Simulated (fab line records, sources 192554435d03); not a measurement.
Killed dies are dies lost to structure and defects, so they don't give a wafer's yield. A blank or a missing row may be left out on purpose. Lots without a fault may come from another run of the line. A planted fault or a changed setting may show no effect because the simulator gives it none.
A sampling plan put to the test | flow n5_finfet | one fab line, 57 faults that these records tell of, each judged on the records of the lots that it struck; 1 more is left out, because the records don't allow judging it
The plan is the line's own looks: the steps of the route at which a gauge or an inspection reads the wafer and doesn't change it. A look can be judged if struck wafers have a number there and the file gives its usual mean and standard deviation on fault-free wafers. Caught: at a look after the fault's first step, the mean of the struck wafers lies 4 or more of those standard deviations (sigma) from the usual mean. On the tool: the same test on the tool's own readings at the fault's steps. Another recipe on the struck wafers, or a record that is blank for them alone, also counts as caught.

THE FAULTS, as the simulator had put them in
1. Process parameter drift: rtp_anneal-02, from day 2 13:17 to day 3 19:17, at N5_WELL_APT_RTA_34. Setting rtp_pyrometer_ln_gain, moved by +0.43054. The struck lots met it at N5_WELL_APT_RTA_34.
2. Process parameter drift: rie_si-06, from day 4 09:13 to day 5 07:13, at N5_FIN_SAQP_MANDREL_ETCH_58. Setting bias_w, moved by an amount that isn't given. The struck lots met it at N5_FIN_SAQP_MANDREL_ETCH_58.
3. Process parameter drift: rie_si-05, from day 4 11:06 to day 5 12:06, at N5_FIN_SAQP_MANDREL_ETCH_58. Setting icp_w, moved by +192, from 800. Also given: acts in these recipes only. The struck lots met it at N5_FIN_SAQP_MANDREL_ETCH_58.
4. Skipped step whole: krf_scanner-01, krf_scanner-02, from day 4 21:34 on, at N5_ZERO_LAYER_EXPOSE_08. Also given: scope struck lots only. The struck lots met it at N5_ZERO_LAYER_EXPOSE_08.
5. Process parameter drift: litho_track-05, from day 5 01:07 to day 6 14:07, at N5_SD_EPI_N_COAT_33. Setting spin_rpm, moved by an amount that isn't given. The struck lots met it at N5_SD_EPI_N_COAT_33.
6. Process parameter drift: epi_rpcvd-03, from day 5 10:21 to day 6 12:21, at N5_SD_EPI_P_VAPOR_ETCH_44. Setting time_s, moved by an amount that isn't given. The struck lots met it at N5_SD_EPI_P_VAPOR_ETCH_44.
7. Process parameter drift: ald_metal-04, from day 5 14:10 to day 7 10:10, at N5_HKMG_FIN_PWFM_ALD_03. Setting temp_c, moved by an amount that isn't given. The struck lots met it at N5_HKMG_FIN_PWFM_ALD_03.
8. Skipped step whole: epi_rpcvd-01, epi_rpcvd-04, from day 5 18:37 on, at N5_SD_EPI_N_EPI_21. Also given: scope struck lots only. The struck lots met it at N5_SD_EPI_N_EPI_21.
9. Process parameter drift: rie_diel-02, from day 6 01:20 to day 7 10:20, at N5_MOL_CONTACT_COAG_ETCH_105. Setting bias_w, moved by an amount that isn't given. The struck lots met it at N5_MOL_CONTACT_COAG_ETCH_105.
10. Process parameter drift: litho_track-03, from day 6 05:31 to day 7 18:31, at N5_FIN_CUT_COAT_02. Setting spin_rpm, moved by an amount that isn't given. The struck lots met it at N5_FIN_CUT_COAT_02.
11. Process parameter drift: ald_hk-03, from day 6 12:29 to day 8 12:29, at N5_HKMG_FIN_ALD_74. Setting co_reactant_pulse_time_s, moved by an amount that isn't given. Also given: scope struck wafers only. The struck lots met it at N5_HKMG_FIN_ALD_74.
12. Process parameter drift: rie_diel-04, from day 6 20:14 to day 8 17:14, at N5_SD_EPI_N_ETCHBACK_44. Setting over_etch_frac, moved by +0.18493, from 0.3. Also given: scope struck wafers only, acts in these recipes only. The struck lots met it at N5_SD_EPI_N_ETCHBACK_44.
13. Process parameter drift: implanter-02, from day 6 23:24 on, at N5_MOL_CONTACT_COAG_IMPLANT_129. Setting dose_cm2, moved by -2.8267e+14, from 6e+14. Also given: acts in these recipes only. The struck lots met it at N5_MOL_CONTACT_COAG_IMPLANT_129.
14. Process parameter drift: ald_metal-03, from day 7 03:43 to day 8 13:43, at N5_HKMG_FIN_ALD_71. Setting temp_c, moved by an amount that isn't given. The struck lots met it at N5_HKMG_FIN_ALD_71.
15. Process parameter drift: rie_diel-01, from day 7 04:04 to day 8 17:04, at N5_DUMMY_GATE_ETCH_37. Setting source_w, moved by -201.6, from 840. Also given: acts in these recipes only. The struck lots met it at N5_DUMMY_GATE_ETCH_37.
16. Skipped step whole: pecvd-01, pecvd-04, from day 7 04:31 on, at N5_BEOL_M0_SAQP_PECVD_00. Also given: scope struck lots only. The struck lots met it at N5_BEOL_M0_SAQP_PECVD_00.
17. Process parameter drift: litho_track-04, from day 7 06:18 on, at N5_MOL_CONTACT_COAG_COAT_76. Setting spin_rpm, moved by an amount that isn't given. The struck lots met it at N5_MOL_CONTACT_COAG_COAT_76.
18. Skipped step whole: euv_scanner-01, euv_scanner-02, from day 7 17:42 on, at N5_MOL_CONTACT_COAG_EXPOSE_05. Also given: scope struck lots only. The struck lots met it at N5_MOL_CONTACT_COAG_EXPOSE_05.
19. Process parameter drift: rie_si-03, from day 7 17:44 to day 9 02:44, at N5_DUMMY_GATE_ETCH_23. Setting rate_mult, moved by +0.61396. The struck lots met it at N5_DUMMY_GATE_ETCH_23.
20. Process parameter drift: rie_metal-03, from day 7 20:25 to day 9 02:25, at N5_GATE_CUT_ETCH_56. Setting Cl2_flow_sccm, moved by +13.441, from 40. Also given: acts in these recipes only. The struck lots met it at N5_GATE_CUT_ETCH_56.
21. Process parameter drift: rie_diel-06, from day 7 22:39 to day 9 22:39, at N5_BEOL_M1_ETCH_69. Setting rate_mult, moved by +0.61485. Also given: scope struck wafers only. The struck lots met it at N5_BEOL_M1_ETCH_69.
22. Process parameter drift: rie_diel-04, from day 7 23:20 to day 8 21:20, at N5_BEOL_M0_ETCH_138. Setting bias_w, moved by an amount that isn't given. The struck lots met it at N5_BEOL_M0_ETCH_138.
23. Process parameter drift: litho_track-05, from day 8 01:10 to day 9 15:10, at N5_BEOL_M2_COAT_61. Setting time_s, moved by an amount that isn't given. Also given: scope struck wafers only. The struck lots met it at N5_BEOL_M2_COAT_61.
24. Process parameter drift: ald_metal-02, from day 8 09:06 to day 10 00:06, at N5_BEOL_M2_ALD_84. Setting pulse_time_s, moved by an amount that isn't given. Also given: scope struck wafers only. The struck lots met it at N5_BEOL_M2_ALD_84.
25. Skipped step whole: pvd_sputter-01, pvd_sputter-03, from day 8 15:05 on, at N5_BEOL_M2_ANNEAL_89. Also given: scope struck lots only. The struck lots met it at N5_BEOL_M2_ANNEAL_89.
26. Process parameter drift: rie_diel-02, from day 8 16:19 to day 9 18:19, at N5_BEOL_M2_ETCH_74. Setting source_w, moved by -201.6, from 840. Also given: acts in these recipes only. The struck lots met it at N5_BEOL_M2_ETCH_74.
27. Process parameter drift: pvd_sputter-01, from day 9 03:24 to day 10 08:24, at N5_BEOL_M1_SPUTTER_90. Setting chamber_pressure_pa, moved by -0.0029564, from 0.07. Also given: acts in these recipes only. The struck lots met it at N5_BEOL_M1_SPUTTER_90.
28. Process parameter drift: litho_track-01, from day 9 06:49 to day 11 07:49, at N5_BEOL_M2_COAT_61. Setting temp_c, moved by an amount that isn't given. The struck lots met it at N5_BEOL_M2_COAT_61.
29. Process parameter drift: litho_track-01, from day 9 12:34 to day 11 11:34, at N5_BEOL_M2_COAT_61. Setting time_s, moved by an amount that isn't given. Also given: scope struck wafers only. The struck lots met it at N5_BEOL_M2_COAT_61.
30. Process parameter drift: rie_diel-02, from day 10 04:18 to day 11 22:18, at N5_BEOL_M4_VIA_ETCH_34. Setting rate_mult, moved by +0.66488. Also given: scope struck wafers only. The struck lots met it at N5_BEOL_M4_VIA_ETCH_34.
31. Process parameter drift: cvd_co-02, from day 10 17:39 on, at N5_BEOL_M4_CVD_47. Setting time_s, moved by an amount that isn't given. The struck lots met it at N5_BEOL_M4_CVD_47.
32. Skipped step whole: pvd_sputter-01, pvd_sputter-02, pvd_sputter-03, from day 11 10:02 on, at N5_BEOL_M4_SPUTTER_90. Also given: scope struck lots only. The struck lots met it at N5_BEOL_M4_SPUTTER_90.
33. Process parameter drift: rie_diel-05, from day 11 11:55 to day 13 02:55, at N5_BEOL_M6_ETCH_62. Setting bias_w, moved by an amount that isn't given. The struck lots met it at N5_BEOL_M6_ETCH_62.
34. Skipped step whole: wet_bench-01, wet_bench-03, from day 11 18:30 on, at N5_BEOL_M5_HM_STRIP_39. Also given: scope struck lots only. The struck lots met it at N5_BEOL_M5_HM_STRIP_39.
35. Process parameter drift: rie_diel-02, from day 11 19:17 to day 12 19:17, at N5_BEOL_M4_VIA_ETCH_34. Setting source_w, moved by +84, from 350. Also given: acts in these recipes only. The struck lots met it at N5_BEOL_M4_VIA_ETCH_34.
36. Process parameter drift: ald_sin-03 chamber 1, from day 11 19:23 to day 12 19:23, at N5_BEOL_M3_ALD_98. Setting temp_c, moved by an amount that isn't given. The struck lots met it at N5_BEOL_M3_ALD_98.
37. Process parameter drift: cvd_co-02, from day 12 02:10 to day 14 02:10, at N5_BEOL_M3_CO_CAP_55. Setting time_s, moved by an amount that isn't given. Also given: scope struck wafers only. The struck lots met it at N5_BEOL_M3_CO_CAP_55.
38. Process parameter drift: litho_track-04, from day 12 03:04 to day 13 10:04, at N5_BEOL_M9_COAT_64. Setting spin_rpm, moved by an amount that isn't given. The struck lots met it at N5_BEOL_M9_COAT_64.
39. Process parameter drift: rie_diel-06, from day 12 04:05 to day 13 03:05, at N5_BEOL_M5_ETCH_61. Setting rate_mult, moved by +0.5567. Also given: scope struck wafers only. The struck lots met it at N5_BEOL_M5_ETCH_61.
40. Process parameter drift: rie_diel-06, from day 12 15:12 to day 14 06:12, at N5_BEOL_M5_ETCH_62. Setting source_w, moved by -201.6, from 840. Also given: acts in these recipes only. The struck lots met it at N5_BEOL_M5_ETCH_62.
41. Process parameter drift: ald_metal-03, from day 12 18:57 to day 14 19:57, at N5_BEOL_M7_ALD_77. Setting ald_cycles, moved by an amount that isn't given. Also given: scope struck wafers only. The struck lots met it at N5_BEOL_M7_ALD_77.
42. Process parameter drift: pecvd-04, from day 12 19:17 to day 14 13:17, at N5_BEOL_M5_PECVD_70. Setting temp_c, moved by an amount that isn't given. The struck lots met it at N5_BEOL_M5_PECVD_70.
43. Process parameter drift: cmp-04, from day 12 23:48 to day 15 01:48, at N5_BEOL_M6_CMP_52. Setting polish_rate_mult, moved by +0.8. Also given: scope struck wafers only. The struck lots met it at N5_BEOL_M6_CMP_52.
44. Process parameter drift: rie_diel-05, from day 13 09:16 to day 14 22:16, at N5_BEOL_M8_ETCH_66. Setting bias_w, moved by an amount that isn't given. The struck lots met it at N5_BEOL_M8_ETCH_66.
45. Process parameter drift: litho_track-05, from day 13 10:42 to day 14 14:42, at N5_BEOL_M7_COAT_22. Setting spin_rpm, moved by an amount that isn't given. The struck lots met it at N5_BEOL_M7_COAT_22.
46. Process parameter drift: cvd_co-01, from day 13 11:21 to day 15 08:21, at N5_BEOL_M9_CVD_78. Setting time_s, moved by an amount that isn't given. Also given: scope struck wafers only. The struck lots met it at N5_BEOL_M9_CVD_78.
47. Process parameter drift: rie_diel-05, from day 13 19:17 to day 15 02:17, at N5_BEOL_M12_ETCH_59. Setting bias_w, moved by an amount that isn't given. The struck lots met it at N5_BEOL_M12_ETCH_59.
48. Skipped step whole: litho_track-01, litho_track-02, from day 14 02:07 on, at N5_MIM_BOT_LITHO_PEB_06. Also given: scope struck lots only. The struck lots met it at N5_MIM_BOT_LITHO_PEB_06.
49. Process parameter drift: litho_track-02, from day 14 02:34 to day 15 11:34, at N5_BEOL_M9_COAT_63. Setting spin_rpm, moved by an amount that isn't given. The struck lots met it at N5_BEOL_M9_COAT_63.
50. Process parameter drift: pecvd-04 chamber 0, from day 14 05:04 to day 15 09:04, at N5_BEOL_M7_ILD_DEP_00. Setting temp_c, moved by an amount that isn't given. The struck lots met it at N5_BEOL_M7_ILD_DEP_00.
51. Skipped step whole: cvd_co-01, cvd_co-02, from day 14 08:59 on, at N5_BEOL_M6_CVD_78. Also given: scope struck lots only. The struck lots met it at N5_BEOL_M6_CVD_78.
52. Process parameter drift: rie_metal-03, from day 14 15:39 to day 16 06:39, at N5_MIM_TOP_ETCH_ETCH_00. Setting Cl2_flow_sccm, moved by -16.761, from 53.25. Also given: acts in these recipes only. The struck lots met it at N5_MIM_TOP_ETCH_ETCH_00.
53. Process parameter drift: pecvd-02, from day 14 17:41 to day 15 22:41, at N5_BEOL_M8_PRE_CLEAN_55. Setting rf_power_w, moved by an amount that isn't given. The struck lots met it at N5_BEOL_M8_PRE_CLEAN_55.
54. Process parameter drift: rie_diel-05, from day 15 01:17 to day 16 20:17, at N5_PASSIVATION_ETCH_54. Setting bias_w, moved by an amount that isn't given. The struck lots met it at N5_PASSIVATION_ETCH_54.
55. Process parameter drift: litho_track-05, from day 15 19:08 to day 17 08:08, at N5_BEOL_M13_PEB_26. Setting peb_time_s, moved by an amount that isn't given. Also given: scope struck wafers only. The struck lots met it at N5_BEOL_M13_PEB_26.
56. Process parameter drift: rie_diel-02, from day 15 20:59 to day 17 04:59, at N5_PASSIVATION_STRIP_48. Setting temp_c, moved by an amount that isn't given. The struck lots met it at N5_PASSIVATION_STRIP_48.
57. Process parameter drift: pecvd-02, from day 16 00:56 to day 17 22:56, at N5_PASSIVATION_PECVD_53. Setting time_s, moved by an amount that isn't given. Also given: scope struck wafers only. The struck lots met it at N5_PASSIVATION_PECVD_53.

WHAT THE PLAN SAW
fault | on the tool itself                               | first look that catches it                      | reading, sigma                                         | median hours from its first step to that look | hours from the fault's start to the first struck lot there | judged looks passed uncaught
1     | lamp_zone_5_pct -49 sigma                        | not the one look that can be judged after it    | strongest: IOFF_N_LONG at N5_BEOL_M4_RC_MEAS_101, +3.8 | -                                             | -                                                          | 1
2     | bias_w +83 sigma                                 | not the one look that can be judged after it    | -                                                      | -                                             | -                                                          | 1
3     | rf_fwd_power_W +54 sigma                         | not the one look that can be judged after it    | -                                                      | -                                             | -                                                          | 1
4     | no reading that can be judged                    | no look after it can be judged                  | -                                                      | -                                             | -                                                          | 0
5     | spin_speed_rpm -69 sigma                         | not the one look that can be judged after it    | -                                                      | -                                             | -                                                          | 1
6     | no reading that can be judged                    | N5_BEOL_M4_RC_MEAS_101                          | REXT_P +11                                             | 141.3                                         | 143                                                        | 0
7     | susceptor_temp_C +75 sigma                       | not the one look that can be judged after it    | -                                                      | -                                             | -                                                          | 1
8     | the tool's record is blank for the struck wafers | no look after it can be judged                  | -                                                      | -                                             | -                                                          | 0
9     | bias_w +92 sigma                                 | not the one look that can be judged after it    | -                                                      | -                                             | -                                                          | 1
10    | spin_speed_rpm +99 or beyond sigma               | not the one look that can be judged after it    | -                                                      | -                                             | -                                                          | 1
11    | under 2 sigma                                    | none of the 2 looks that can be judged after it | strongest: IOFF_N at N5_BEOL_M4_RC_MEAS_101, +2.5      | -                                             | -                                                          | 2
12    | under 2 sigma                                    | not the one look that can be judged after it    | strongest: IOFF_P at N5_BEOL_M4_RC_MEAS_101, +2.1      | -                                             | -                                                          | 1
13    | dose_ions_cm2 -99 or beyond sigma                | not the one look that can be judged after it    | -                                                      | -                                             | -                                                          | 1
14    | susceptor_temp_C +16 sigma                       | not the one look that can be judged after it    | -                                                      | -                                             | -                                                          | 1
15    | rf_fwd_power_W -48 sigma                         | not the one look that can be judged after it    | -                                                      | -                                             | -                                                          | 1
16    | the tool's record is blank for the struck wafers | N5_BEOL_M0_RS_MEAS_126                          | M0_RS +6.5                                             | 15.5                                          | 18                                                         | 0
17    | spin_speed_rpm -99 or beyond sigma               | not the one look that can be judged after it    | -                                                      | -                                             | -                                                          | 1
18    | no reading that can be judged                    | no look after it can be judged                  | -                                                      | -                                             | -                                                          | 0
19    | oes_product_au +23 sigma                         | not the one look that can be judged after it    | -                                                      | -                                             | -                                                          | 1
20    | mfc_cl2_sccm +99 or beyond sigma                 | not the one look that can be judged after it    | -                                                      | -                                             | -                                                          | 1
21    | etch_rf_on_time_s -12 sigma                      | not the one look that can be judged after it    | -                                                      | -                                             | -                                                          | 1
22    | bias_w +35 sigma                                 | not the one look that can be judged after it    | -                                                      | -                                             | -                                                          | 1
23    | run_length_s -73 sigma                           | not the one look that can be judged after it    | -                                                      | -                                             | -                                                          | 1
24    | under 2 sigma                                    | not the one look that can be judged after it    | -                                                      | -                                             | -                                                          | 1
25    | the tool's record is blank for the struck wafers | not the one look that can be judged after it    | -                                                      | -                                             | -                                                          | 1
26    | rf_fwd_power_W -80 sigma                         | not the one look that can be judged after it    | -                                                      | -                                             | -                                                          | 1
27    | chamber_pressure_pa -23 sigma                    | not the one look that can be judged after it    | -                                                      | -                                             | -                                                          | 1
28    | plate_temp_C -16 sigma                           | not the one look that can be judged after it    | -                                                      | -                                             | -                                                          | 1
29    | run_length_s +14 sigma                           | not the one look that can be judged after it    | -                                                      | -                                             | -                                                          | 1
30    | only faintly: oes_product_au +2.8 sigma          | not the one look that can be judged after it    | -                                                      | -                                             | -                                                          | 1
31    | run_length_s -99 or beyond sigma                 | not the one look that can be judged after it    | -                                                      | -                                             | -                                                          | 1
32    | the tool's record is blank for the struck wafers | not the one look that can be judged after it    | -                                                      | -                                             | -                                                          | 1
33    | bias_w +54 sigma                                 | no look after it can be judged                  | -                                                      | -                                             | -                                                          | 0
34    | the tool's record is blank for the struck wafers | no look after it can be judged                  | -                                                      | -                                             | -                                                          | 0
35    | rf_fwd_power_W +69 sigma                         | not the one look that can be judged after it    | -                                                      | -                                             | -                                                          | 1
36    | susceptor_temp_C +41 sigma                       | not the one look that can be judged after it    | -                                                      | -                                             | -                                                          | 1
37    | run_length_s -99 or beyond sigma                 | none of the 3 looks that can be judged after it | -                                                      | -                                             | -                                                          | 3
38    | spin_speed_rpm +99 or beyond sigma               | no look after it can be judged                  | -                                                      | -                                             | -                                                          | 0
39    | etch_rf_on_time_s -14 sigma                      | no look after it can be judged                  | -                                                      | -                                             | -                                                          | 0
40    | rf_fwd_power_W -77 sigma                         | no look after it can be judged                  | -                                                      | -                                             | -                                                          | 0
41    | under 2 sigma                                    | no look after it can be judged                  | -                                                      | -                                             | -                                                          | 0
42    | susceptor_temp_C -36 sigma                       | no look after it can be judged                  | -                                                      | -                                             | -                                                          | 0
43    | barrier_field_endpoint_s -21 sigma               | not the one look that can be judged after it    | -                                                      | -                                             | -                                                          | 1
44    | bias_w -73 sigma                                 | no look after it can be judged                  | -                                                      | -                                             | -                                                          | 0
45    | spin_speed_rpm +45 sigma                         | no look after it can be judged                  | -                                                      | -                                             | -                                                          | 0
46    | run_length_s +99 or beyond sigma                 | not the one look that can be judged after it    | -                                                      | -                                             | -                                                          | 1
47    | bias_w -34 sigma                                 | no look after it can be judged                  | -                                                      | -                                             | -                                                          | 0
48    | no reading that can be judged                    | no look after it can be judged                  | -                                                      | -                                             | -                                                          | 0
49    | spin_speed_rpm +99 or beyond sigma               | not the one look that can be judged after it    | -                                                      | -                                             | -                                                          | 1
50    | susceptor_temp_C +27 sigma                       | no look after it can be judged                  | -                                                      | -                                             | -                                                          | 0
51    | the tool's record is blank for the struck wafers | no look after it can be judged                  | -                                                      | -                                             | -                                                          | 0
52    | mfc_cl2_sccm -99 or beyond sigma                 | no look after it can be judged                  | -                                                      | -                                             | -                                                          | 0
53    | rf_fwd_power_W -11 sigma                         | no look after it can be judged                  | -                                                      | -                                             | -                                                          | 0
54    | bias_w +29 sigma                                 | no look after it can be judged                  | -                                                      | -                                             | -                                                          | 0
55    | heater_power_total_W +8.4 sigma                  | none of the 2 looks that can be judged after it | strongest: cd_nm at N5_BEOL_M13_CD_MEAS_28, -2.2       | -                                             | -                                                          | 2
56    | temp_c -5.3 sigma                                | no look after it can be judged                  | -                                                      | -                                             | -                                                          | 0
57    | run_length_s -99 or beyond sigma                 | no look after it can be judged                  | -                                                      | -                                             | -                                                          | 0
A dash: the fault isn't caught, or these records don't give the number.

Caught at a look: 2 of 57. Caught on the tool: 48 of 57. By one or the other: 49 of 57.
Caught on the tool alone: faults 1, 2, 3, 5, 7, 8, 9, 10, 13, 14, 15, 17, 19, 20, 21, 22, 23, 25, 26, 27, 28, 29, 31, 32, 33, 34, 35, 36, 37, 38, 39, 40, 42, 43, 44, 45, 46, 47, 49, 50, 51, 52, 53, 54, 55, 56, 57.
Caught at a look alone: fault 6.
Caught by neither: faults 4, 11, 12, 18, 24, 30, 41, 48.

THINNER SAMPLING
If the look that catches a fault measured only every second or every third lot, by lot number, the first struck lot would be measured this late in the worst case:
fault | struck lots at that look, in order of time | every lot | every second lot | every third lot
6     | L480, L481                                 | 143 h     | 151 h            | may miss all 2
16    | L467, L468                                 | 18 h      | 25 h             | may miss all 2
Hours are from the fault's start to the first struck lot that is measured. The limit of 4 sigma was tested on all struck wafers together, so one lot alone may lie under it. Other struck lots may not be in these records.

THE LONGEST TIMED WAY FROM STEP TO LOOK
Fault 6: a median of 141.3 hours passes between N5_SD_EPI_P_VAPOR_ETCH_44 and N5_BEOL_M4_RC_MEAS_101. No look between them can be judged.
